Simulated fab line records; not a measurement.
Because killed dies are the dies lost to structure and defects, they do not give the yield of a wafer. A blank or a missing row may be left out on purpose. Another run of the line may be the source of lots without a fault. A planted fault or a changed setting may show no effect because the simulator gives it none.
A single fault, viewed from 2 desks / flow nand harc / numbers are kept per desk, each desk with only its own; the story behind them comes last

THE TOOL OWNER'S DESK: litho track-01
The tool's own readings at NHARC_P_M1_PEB_07 (peb time 65 s): means of the sampled wafers that have a number, for each lot that ran on this tool. A lot is out of limits, marked OUT, if its mean lies more than 4 standard deviations from the usual mean; the brackets give that distance.
Columns: A = heater power total W at NHARC_P_M1_PEB_07, usual 156.6 W
lot=L504; first seen here=day 8 15:47; A=156.4
lot=L507; first seen here=day 9 23:31; A=156.7
lot=L509; first seen here=day 11 00:55; A=159.1 (+5.7) OUT
lot=L511; first seen here=day 11 10:53; A=159.2 (+6.0) OUT
lot=L521; first seen here=day 15 20:55; A=156.6
This desk's finding: out of limits on L509, L511; first on L509, day 11 00:55 (heater power total W at NHARC_P_M1_PEB_07). L504, L507, L521: within limits.

FROM THE METROLOGY DESK
Means of the sampled wafers that have a number, per lot and without regard to the tool the lot ran on: this is what the gauges read. A lot is out of limits, marked OUT, if its mean lies more than 4 standard deviations from the usual mean; the brackets give that distance.
Columns: A = cd nm at NHARC_P_M1_CD_MEAS_09, usual 130.0 nm
lot=L499; first seen here=day 6 14:21; A=129.3
lot=L501; first seen here=day 7 10:55; A=129.8
lot=L504; first seen here=day 8 15:52; A=129.5
lot=L507; first seen here=day 9 23:36; A=129.3
lot=L509; first seen here=day 11 01:00; A=129.3
lot=L511; first seen here=day 11 10:58; A=128.9
lot=L516; first seen here=day 13 18:02; A=130.0
lot=L517; first seen here=day 14 05:46; A=130.0
lot=L518; first seen here=day 14 19:40; A=130.0
lot=L521; first seen here=day 15 20:59; A=130.0
This desk found nothing out of limits on any of the 10 lots.

TAKEN TOGETHER
At day 11 00:55, on L509, L511, the tool owner's desk was in a position to raise an alarm.
The metrology desk saw nothing out of limits.
The metrology desk holds a record of L509, L511, inside its limits.
Every lot named ran NHARC_P_M1_PEB_07 on litho track-01.

WHAT HAD BEEN PUT IN BY THE SIMULATOR
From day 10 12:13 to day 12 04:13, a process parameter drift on litho track-01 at NHARC_P_M1_PEB_07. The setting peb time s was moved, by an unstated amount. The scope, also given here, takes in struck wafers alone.
Shown lots that were struck: L509, L511.
How many hours passed from the start of the fault until each desk's first out-of-limits reading: the tool owner's desk, 13.
